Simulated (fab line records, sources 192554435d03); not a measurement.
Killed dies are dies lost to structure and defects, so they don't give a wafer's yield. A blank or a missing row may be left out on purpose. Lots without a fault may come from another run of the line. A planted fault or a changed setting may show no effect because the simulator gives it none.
fab line records | flow n5_finfet
record lots=10 wafers=30 last_day=17
route steps=1938 shown BEOL_M5@1182 BEOL_M6@1196 PASSIVATION@1936
lots that met no fault: from a run of the same line without faults
start_h: hours from the record's first day to the start of the lot's first wafer shown | wait_h: hours since the lot's step before | " the same as in the row above | L1.1+2: a row that stands for several wafers | - no value, or no start given | * or withheld: withheld | < > ~ a bound
route shown NAME@n: a module of which the file shows steps, and the number in the route of the first | usual: mean/standard deviation of fault-free wafers | same: alike in all rows | chamber/n: place in a boat | sites: the reading at each site | _std_site: their standard deviation | _edge_site: outer sites' mean less inner sites' | radius_mm: how far each site lies from the wafer's centre | mask NAME#n: copy n | behind: the tool/chamber that last shaped the wafer | hold: why the lot was held/for how many hours/how that ended | device: the transistor (n, p or np) that didn't switch | end of line: the same wafers' tests at the end of the route | a step without rows: its recipe alone | killed: dies lost to structure and defects at the first sort, not the wafer's yield | map: a wafer's dies, x killed, . not, _ none there
set.NAME: the setting as run; set.NAME@STEP: as run at that earlier step | model.NAME: the simulator's own value behind a step, which no gauge read
steps of the route over a sample of lots; a table a step, a row a wafer
services: from which hour (start_h, from the record's first day; less than 0 if before it) a tool's chamber was out of use, for how many hours, and why
## steps
# step N5_BEOL_M5_ANNEAL_89
# recipe temp_c=400 time_s=1800 ambient=vacuum
# usual heater_power_w=831/64 susceptor_temp_C=400.01/0.21
# columns lot.wafer tool chamber start_h wait_h heater_power_w susceptor_temp_C
L410.1 pvd_sputter-03 - 178.10 0.0 753 399.86
L410.2 " - " " 858 399.66
L410.5 " - " " 957 399.80
L412.1 pvd_sputter-03 - 183.74 0.0 861 400.04
L412.2 " - " " 730 399.70
L412.4 " - " " 968 399.89
L417.3 pvd_sputter-02 - 215.66 0.0 885 399.99
L417.4 " - " " 762 399.71
L417.5 " - " " 776 400.08
L419.2 pvd_sputter-03 - 227.14 0.0 850 399.99
L419.4 " - " " 968 400.22
L419.6 " - " " 874 399.92
L421.1 pvd_sputter-01 - 244.75 0.0 776 400.33
L421.5 " - " " 872 400.45
L421.6 " - " " 789 400.04
L425.1 pvd_sputter-02 - 259.40 0.0 766 399.76
L425.3 " - " " 749 399.94
L425.4 " - " " 766 400.14
L427.1 pvd_sputter-02 - 292.00 0.0 774 400.01
L427.4 " - " " 746 399.86
L427.5 " - " " 754 399.81
L429.1 pvd_sputter-01 - 311.44 0.0 803 400.09
L429.4 " - " " 827 400.34
L429.6 " - " " 882 400.26
L430.1 pvd_sputter-02 - 311.47 0.0 766 399.93
L430.2 " - " " 783 400.25
L430.6 " - " " 755 400.11
L433.1 pvd_sputter-01 - 321.06 0.0 767 400.07
L433.2 " - " " 837 399.96
L433.3 " - " " 859 400.11
# step N5_BEOL_M5_CMP_52
# recipe stop_on=SiCOH_lowk t_overpolish_s=6.9 down_force_psi=1 platen_rpm=50 clearing_platen_down_force_psi=1.5 clearing_platen_rpm=50 post_cmp_clean=cu_alkaline target_thk_nm=62 clearing_platen_pad_velocity_m_s=0.99484 pad_velocity_m_s=0.99484
# usual barrier_field_endpoint_s=25.0/0.67 motor_current_A=6.2/0.53 overpolish_run_s=6.899/0.0088 slurry_flow_ml_min=149.9/0.45 time_to_endpoint_s=63/3.1
# columns lot.wafer tool chamber start_h wait_h barrier_field_endpoint_s motor_current_A overpolish_run_s slurry_flow_ml_min time_to_endpoint_s
L410.2 cmp-03 1 179.61 0.2 25.3 6.1 6.901 150.2 60
L410.1 " 3 " " 24.3 5.6 6.897 150.0 63
L410.5 " 2 " " 25.0 5.7 6.889 150.6 61
L412.1 cmp-03 0 185.25 0.3 24.9 6.7 6.892 150.1 60
L412.2 " 1 " " 25.6 6.0 6.891 150.3 60
L412.4 " 2 " " 25.5 5.8 6.882 149.9 61
L417.4 cmp-03 0 217.20 0.2 24.5 6.7 6.911 150.4 63
L417.3 " 1 " " 24.1 6.4 6.906 150.9 58
L417.5 " 3 " " 24.8 5.8 6.893 150.0 59
L419.2 cmp-04 1 228.73 0.3 25.8 6.4 6.892 149.6 66
L419.4 " 2 " " 25.5 6.3 6.922 149.5 63
L419.6 " 0 " " 25.2 5.3 6.895 149.7 62
L421.1 cmp-03 0 246.53 0.5 25.0 6.9 6.894 150.3 63
L421.6 " 0 " " 24.9 6.7 6.906 150.2 64
L421.5 " 1 " " 25.3 5.9 6.896 149.9 63
L425.1 cmp-02 2 261.22 0.5 24.9 7.1 6.882 149.6 62
L425.3 " 3 " " 25.6 6.2 6.883 149.9 66
L425.4 " 0 " " 25.8 7.0 6.901 150.1 63
L427.4 cmp-02 3 293.55 0.2 25.1 6.4 6.902 149.5 60
L427.1 " 1 " " 25.3 6.0 6.905 149.9 66
L427.5 " 2 " " 25.1 6.6 6.909 150.5 59
L429.4 cmp-02 0 312.98 0.2 24.7 7.2 6.893 150.7 62
L429.1 " 2 " " 23.9 7.3 6.905 150.8 60
L429.6 " 3 " " 23.5 6.1 6.898 150.8 59
L430.1 cmp-04 2 313.05 0.3 25.2 5.9 6.890 149.4 65
L430.2 " 3 " " 24.9 6.9 6.893 149.8 65
L430.6 " 1 " " 24.9 6.5 6.898 150.3 64
L433.1 cmp-03 0 322.66 0.3 25.8 6.8 6.900 150.4 65
L433.3 " 1 " " 25.6 6.0 6.877 150.1 68
L433.2 " 2 " " 25.5 5.7 6.900 150.2 68
# step N5_BEOL_M5_CO_CAP_78
# recipe material=Co target_thk_a=20 temp_c=200 precursor=CCTBA/H2 pressure_torr=30 time_s=102.1
# usual heater_power_w=240/36 susceptor_temp_C=200.01/0.15
# columns lot.wafer tool chamber start_h wait_h heater_power_w since_wet_clean_h susceptor_temp_C
L410.1 cvd_co-02 0 180.02 0.0 296 940 200.22
L410.2 " 1 " " 210 43 199.99
L410.5 " 1 " " 210 - 199.87
L412.1 cvd_co-01 1 185.62 0.0 253 1164 199.82
L412.2 " 2 " " 222 268 199.88
L412.4 " 1 " " 254 - 200.01
L417.3 cvd_co-02 2 217.54 0.0 221 518 200.17
L417.4 " 1 " " 209 - 199.82
L417.5 " 0 " " 302 - 200.30
L419.2 cvd_co-02 1 229.03 0.0 205 92 199.96
L419.4 " 1 " " 200 - 199.98
L419.6 " 2 " " 228 - 200.17
L421.1 cvd_co-02 1 246.90 0.0 209 110 199.80
L421.5 " 0 " " 301 - 199.71
L421.6 " 1 " " 207 - 199.95
L425.1 cvd_co-02 1 261.55 0.0 206 125 199.94
L425.3 " 0 " " 299 1022 200.39
L425.4 " 2 " " 227 - 199.97
L427.1 cvd_co-02 0 293.88 0.0 302 1054 199.85
L427.4 " 2 " " 223 - 200.20
L427.5 " 1 " " 202 - 200.23
L429.1 cvd_co-01 2 313.32 0.0 218 395 200.09
L429.4 " 2 " " 217 - 200.22
L429.6 " 1 " " 251 - 200.04
L430.1 cvd_co-02 0 313.35 0.0 305 1073 199.99
L430.2 " 2 " " 227 614 200.19
L430.6 " 0 " " 306 - 200.04
L433.1 cvd_co-02 0 323.03 0.0 313 1083 200.13
L433.2 " 1 " " 210 186 200.17
L433.3 " 2 " " 226 624 200.06
# step N5_BEOL_M5_INSPECT_58
# recipe inspect_instrument=darkfield mode=post_dep
# usual raw_defect_count=68/24
# columns lot.wafer tool chamber start_h wait_h raw_defect_count
L410.1 defect_inspect-02 - 180.26 0.0 45
L410.2 " - " " 41
L410.5 " - " " 47
L412.1 defect_inspect-02 - 185.83 0.0 82
L412.2 " - " " 84
L412.4 " - " " 94
L417.3 defect_inspect-02 - 217.78 0.0 399
L417.4 " - " " 356
L417.5 " - " " 351
L419.2 defect_inspect-01 - 229.27 0.0 86
L419.4 " - " " 140
L419.6 " - " " 57
L421.1 defect_inspect-02 - 247.11 0.0 383
L421.5 " - " " 363
L421.6 " - " " 379
L425.1 defect_inspect-02 - 261.77 0.0 53
L425.3 " - " " 84
L425.4 " - " " 107
L427.1 defect_inspect-02 - 294.12 0.0 40
L427.4 " - " " 47
L427.5 " - " " 33
L429.1 defect_inspect-02 - 313.53 0.0 55
L429.4 " - " " 67
L429.6 " - " " 31
L430.1 defect_inspect-02 - 313.56 0.0 58
L430.2 " - " " 56
L430.6 " - " " 61
L433.1 defect_inspect-01 - 323.24 0.0 56
L433.2 " - " " 48
L433.3 " - " " 87
# step N5_BEOL_M6_THK_MEAS_01
# recipe reads=SiCOH_lowk_of_BEOL_M6_ILD_DEP_00
# usual M6_ILD_THK=155.6/2
# columns lot.wafer tool chamber start_h wait_h M6_ILD_THK[nm]
L410.1 film_metro-01 - 180.88 0.4 152.9
L410.2 " - " " 153.4
L410.5 " - " " 156.7
L412.1 film_metro-02 - 186.45 0.4 155.6
L412.2 " - " " 156.2
L412.4 " - " " 160.1
L417.3 film_metro-01 - 218.41 0.3 155.6
L417.4 " - " " 156.1
L417.5 " - " " 156.6
L419.2 film_metro-02 - 229.90 0.4 154.7
L419.4 " - " " 155.2
L419.6 " - " " 158.5
L421.1 film_metro-02 - 247.72 0.4 155.0
L421.5 " - " " 156.3
L421.6 " - " " 157.6
L425.1 film_metro-02 - 262.39 0.4 153.2
L425.3 " - " " 154.8
L425.4 " - " " 157.9
L427.1 film_metro-01 - 294.74 0.4 153.6
L427.4 " - " " 157.0
L427.5 " - " " 155.4
L429.1 film_metro-01 - 314.14 0.4 152.0
L429.4 " - " " 154.9
L429.6 " - " " 155.0
L430.1 film_metro-01 - 314.17 0.4 153.4
L430.2 " - " " 153.8
L430.6 " - " " 155.7
L433.1 film_metro-01 - 323.85 0.4 153.1
L433.2 " - " " 152.9
L433.3 " - " " 153.3
# step N5_BEOL_M6_INSPECT_13
# recipe mode=adi inspect_instrument=brightfield
# usual raw_defect_count=418/98
# columns lot.wafer tool chamber start_h wait_h raw_defect_count
L410.1 defect_inspect-02 - 182.97 0.0 334
L410.2 " - " " 327
L410.5 " - " " 353
L412.1 defect_inspect-02 - 188.70 0.0 677
L412.2 " - " " 419
L412.4 " - " " 453
L417.3 defect_inspect-01 - 220.93 0.0 941
L417.4 " - " " 836
L417.5 " - " " 792
L419.2 defect_inspect-02 - 232.05 0.0 515
L419.4 " - " " 548
L419.6 " - " " 496
L421.1 defect_inspect-01 - 250.25 0.0 705
L421.5 " - " " 813
L421.6 " - " " 738
L425.1 defect_inspect-02 - 264.28 0.0 315
L425.3 " - " " 467
L425.4 " - " " 517
L427.1 defect_inspect-02 - 296.37 0.0 319
L427.4 " - " " 361
L427.5 " - " " 285
L429.1 defect_inspect-02 - 316.51 0.0 425
L429.4 " - " " 426
L429.6 " - " " 363
L430.1 defect_inspect-02 - 316.55 0.0 352
L430.2 " - " " 390
L430.6 " - " " 367
L433.1 defect_inspect-02 - 326.43 0.0 446
L433.2 " - " " 484
L433.3 " - " " 473
# step N5_BEOL_M6_INSPECT_30
# recipe mode=adi inspect_instrument=brightfield
# usual raw_defect_count=424/96
# columns lot.wafer tool chamber start_h wait_h raw_defect_count
L410.1 defect_inspect-02 - 184.34 0.1 328
L410.2 " - " " 303
L410.5 " - " " 331
L412.1 defect_inspect-01 - 190.64 0.1 706
L412.2 " - " " 437
L412.4 " - " " 491
L417.3 defect_inspect-02 - 222.52 0.1 878
L417.4 " - " " 794
L417.5 " - " " 729
L419.2 defect_inspect-02 - 233.77 0.0 531
L419.4 " - " " 569
L419.6 " - " " 518
L421.1 defect_inspect-01 - 253.59 0.1 696
L421.5 " - " " 786
L421.6 " - " " 764
L425.1 defect_inspect-02 - 265.38 0.2 354
L425.3 " - " " 485
L425.4 " - " " 533
L427.1 defect_inspect-02 - 298.18 0.1 309
L427.4 " - " " 351
L427.5 " - " " 284
L429.1 defect_inspect-01 - 322.05 0.1 464
L429.4 " - " " 461
L429.6 " - " " 401
L430.1 defect_inspect-01 - 322.22 0.1 384
L430.2 " - " " 411
L430.6 " - " " 425
L433.1 defect_inspect-02 - 328.73 0.1 429
L433.2 " - " " 501
L433.3 " - " " 531
# step N5_PASSIVATION_PROBE_49
# usual defect_limited_yield=91.1/1.4 killed_at_M0_to_M3=34/11 killed_at_M4_up=14/5.7 killed_at_contacts=14/6.9 killed_at_front_end=40/11 killed_at_other=4/3.1 killed_dies=105/17 killed_on_rim=14/4.1 killed_open=70/13 killed_short=34/7.6 sort_bin_5_function=5.3/0.95 sort_bin_6_memory=3.3/0.64 sort_n_pass=1075/17 sort_yield_pct=91.1/1.4
# same gross_dies=1180 killed_at_back_side=0 sort_bin_4_leakage[%]=0 sort_bin_8_speed[%]=0
# columns lot.wafer tool chamber start_h wait_h defect_limited_yield[%] killed_at_M0_to_M3 killed_at_M4_up killed_at_contacts killed_at_front_end killed_at_other killed_dies killed_on_rim killed_open killed_short sort_bin_5_function[%] sort_bin_6_memory[%] sort_n_pass sort_yield_pct[%]
L417.3 prober-01 - 313.49 0.1 70.1 24 275 18 34 2 353 40 63 25 16.9 11.9 827 70.1
L417.4 prober-01 - 313.54 0.2 71.9 29 258 13 30 1 331 38 51 31 15.7 10.4 849 71.9
L417.5 prober-01 - 313.59 0.2 72.5 21 253 9 37 5 325 37 48 36 16.0 9.7 855 72.5
L421.1 prober-01 - 343.49 0.0 69.1 18 279 19 47 2 365 49 61 31 19.1 10.5 815 69.1
L421.5 prober-01 - 343.69 0.2 71.8 43 248 15 23 4 333 42 60 32 16.3 9.7 847 71.8
L421.6 prober-01 - 343.74 0.3 68.3 19 286 11 52 6 374 44 64 36 19.3 10.3 806 68.3
L425.1 prober-01 - 358.83 0.0 90.4 38 21 13 41 0 113 14 77 35 5.4 3.6 1067 90.4
L425.3 prober-01 - 358.93 0.1 93.7 31 8 5 26 4 74 7 43 30 3.6 2.4 1106 93.7
L429.1 prober-01 - 403.27 0.0 93.3 24 10 13 28 4 79 9 49 30 4.7 1.7 1101 93.3
L429.4 prober-01 - 403.42 0.2 92.2 36 15 10 29 2 92 11 59 33 4.6 3.0 1088 92.2
L429.6 prober-01 - 403.52 0.3 89.9 55 13 16 33 2 119 14 84 35 5.5 4.2 1061 89.9
L430.1 prober-02 - 409.63 0.0 90.3 54 8 14 31 7 114 12 74 38 6.4 2.9 1066 90.3
L430.2 prober-02 - 409.68 0.1 90.7 50 10 10 35 5 110 19 78 32 6.0 3.2 1070 90.7
L430.6 prober-02 - 409.88 0.3 89.4 60 12 10 33 10 125 18 83 42 6.4 3.2 1055 89.4
# killed by level:class
L417.3 BEOL_M5:unspecified=262 MOL_CONTACT_COAG:geometric_particle:open=13 FIN_SAQP:geometric_particle:open=6 BEOL_M0_SAQP:geometric_particle:short=6 ILD0:geometric_particle:open=5 STI_FIN_REVEAL:geometric_particle:open=4 DUMMY_GATE:geometric_particle:open=4 BEOL_M3:geometric_particle:open=4
L417.4 BEOL_M5:unspecified=246 BEOL_M0_SAQP:geometric_particle:short=12 FIN_SAQP:geometric_particle:open=9 MOL_CONTACT_COAG:geometric_particle:open=7 BEOL_M3:geometric_particle:open=6 BEOL_M0_SAQP:geometric_particle:open=6 MOL_CONTACT_COAG:geometric_particle:short=5 ILD0:geometric_particle:open=5
L417.5 BEOL_M5:unspecified=237 FIN_SAQP:geometric_particle:open=9 GATE_CUT:geometric_particle:short=7 GATE_CUT:geometric_particle:open=7 MOL_CONTACT_COAG:geometric_particle:open=6 BEOL_M0_SAQP:geometric_particle:short=5 FIN_SAQP:geometric_particle:short=4 STI_FIN_REVEAL:geometric_particle:open=3
L421.1 BEOL_M5:unspecified=273 MOL_CONTACT_COAG:geometric_particle:open=12 BEOL_M3:geometric_particle:open=7 MOL_CONTACT_COAG:geometric_particle:short=7 FIN_SAQP:geometric_particle:open=6 SPACER0:geometric_particle:open=6 GATE_CUT:geometric_particle:short=6 GATE_CUT:geometric_particle:open=6
L421.5 BEOL_M5:unspecified=240 MOL_CONTACT_COAG:geometric_particle:open=13 BEOL_M0_SAQP:geometric_particle:short=9 BEOL_M2:geometric_particle:open=9 BEOL_M3:geometric_particle:open=8 BEOL_M0_SAQP:geometric_particle:open=6 BEOL_M4:geometric_particle:open=5 GATE_CUT:geometric_particle:short=4
L421.6 BEOL_M5:unspecified=274 FIN_SAQP:geometric_particle:open=15 GATE_CUT:geometric_particle:short=13 MOL_CONTACT_COAG:geometric_particle:open=11 FIN_SAQP:geometric_particle:short=6 DUMMY_GATE:geometric_particle:open=6 BEOL_M4:geometric_particle:open=6 BEOL_M1:geometric_particle:open=5
L425.1 BEOL_M0_SAQP:geometric_particle:open=12 BEOL_M4:geometric_particle:open=11 MOL_CONTACT_COAG:geometric_particle:open=11 FIN_SAQP:geometric_particle:short=10 BEOL_M0_SAQP:geometric_particle:short=9 FIN_SAQP:geometric_particle:open=8 STI_FIN_REVEAL:geometric_particle:open=6 BEOL_M2:geometric_particle:open=5
L425.3 BEOL_M1:geometric_particle:open=9 FIN_SAQP:geometric_particle:short=6 BEOL_M0_SAQP:geometric_particle:short=6 BEOL_M2:geometric_particle:open=5 STI_FIN_REVEAL:geometric_particle:open=3 ILD0:geometric_particle:short=3 MOL_CONTACT_COAG:geometric_particle:open=3 BEOL_M0_SAQP:geometric_particle:open=3
L429.1 MOL_CONTACT_COAG:geometric_particle:open=10 FIN_SAQP:geometric_particle:open=7 BEOL_M0_SAQP:geometric_particle:open=7 STI_FIN_REVEAL:geometric_particle:open=6 BEOL_M0_SAQP:geometric_particle:short=5 FIN_SAQP:geometric_particle:short=4 BEOL_M3:geometric_particle:open=4 GATE_CUT:geometric_particle:short=3
L429.4 BEOL_M0_SAQP:geometric_particle:open=10 STI_FIN_REVEAL:geometric_particle:open=8 MOL_CONTACT_COAG:geometric_particle:open=8 BEOL_M2:geometric_particle:open=7 BEOL_M3:geometric_particle:open=7 FIN_SAQP:geometric_particle:short=5 GATE_CUT:geometric_particle:short=4 BEOL_M0_SAQP:geometric_particle:short=4
L429.6 STI_FIN_REVEAL:geometric_particle:open=13 MOL_CONTACT_COAG:geometric_particle:open=12 BEOL_M0_SAQP:geometric_particle:open=12 BEOL_M0_SAQP:geometric_particle:short=10 BEOL_M0:geometric_particle:open=9 BEOL_M3:geometric_particle:open=6 BEOL_M2:geometric_particle:open=5 FIN_SAQP:geometric_particle:open=4
L430.1 BEOL_M0_SAQP:geometric_particle:open=22 BEOL_M0_SAQP:geometric_particle:short=14 STI_FIN_REVEAL:geometric_particle:open=12 MOL_CONTACT_COAG:geometric_particle:open=10 BEOL_M1:geometric_particle:open=7 FIN_SAQP:geometric_particle:short=4 MOL_CONTACT_COAG:geometric_particle:short=4 STI_FIN_REVEAL:geometric_particle:short=3
L430.2 BEOL_M1:geometric_particle:open=14 STI_FIN_REVEAL:geometric_particle:open=13 BEOL_M0_SAQP:geometric_particle:short=10 MOL_CONTACT_COAG:geometric_particle:open=7 BEOL_M0:geometric_particle:open=6 BEOL_M2:geometric_particle:open=6 FIN_SAQP:geometric_particle:short=5 BEOL_M0_SAQP:geometric_particle:open=5
L430.6 BEOL_M0_SAQP:geometric_particle:open=22 BEOL_M0_SAQP:geometric_particle:short=14 STI_FIN_REVEAL:geometric_particle:open=11 BEOL_M1:geometric_particle:open=11 MOL_CONTACT_COAG:geometric_particle:open=7 BEOL_M3:geometric_particle:open=6 BEOL_M4:geometric_particle:open=5 GATE_CUT:geometric_particle:short=5
## services
# columns tool chamber start_h hours kind
cmp-04 - 156.81 4.5 pm
cvd_co-01 - 169.30 0.6 repair
cmp-04 - 179.59 0.5 repair
cvd_co-02 - 208.14 2.8 pm
cmp-02 - 216.64 14.7 repair
cmp-04 - 218.55 3.3 repair
cmp-04 - 229.50 0.2 repair
cmp-04 - 231.14 4.0 pm
pvd_sputter-03 - 235.09 39.9 repair
cmp-04 - 235.14 - consumable_replace:conditioner
cmp-04 - 235.14 - consumable_replace:pad
cvd_co-02 - 236.69 1.0 repair
cmp-02 - 248.48 4.0 pm
cmp-02 - 252.48 - consumable_replace:conditioner
cmp-02 - 252.48 - consumable_replace:pad
cmp-03 - 255.72 0.7 repair
cmp-02 - 259.60 0.7 repair
cmp-03 - 284.42 4.0 pm
cmp-03 - 289.44 0.2 repair
cmp-04 - 291.07 1.2 repair
cvd_co-01 - 297.40 6.9 pm
cmp-04 - 309.07 2.0 repair
## key
first_sign step=N5_BEOL_M5_INSPECT_58 reading=raw_defect_count direction=up sigmas=13 usual=68 struck=372
effect step=N5_BEOL_M6_INSPECT_13 reading=raw_defect_count direction=up sigmas=3.9 usual=418 struck=804
effect step=N5_BEOL_M6_INSPECT_30 reading=raw_defect_count direction=up sigmas=3.7 usual=424 struck=774
effect step=N5_PASSIVATION_PROBE_49 reading=killed_at_M4_up direction=up sigmas=45 usual=14 struck=266
more_kills_born_at N5_BEOL_M5_CMP_52@cmp-03=1532
met_at N5_BEOL_M5_CMP_52
struck_lots L417,L421
not_acting_at N5_BEOL_M5_ANNEAL_89,N5_BEOL_M5_CO_CAP_78,N5_BEOL_M6_THK_MEAS_01
onset_between 185.25 217.20
fault kind=chamber_particle_source tool=cmp-03 chamber=- onset_h=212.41 steps=N5_BEOL_M5_CMP_52 rate_per_visit_cm2=0.46666 end_h=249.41
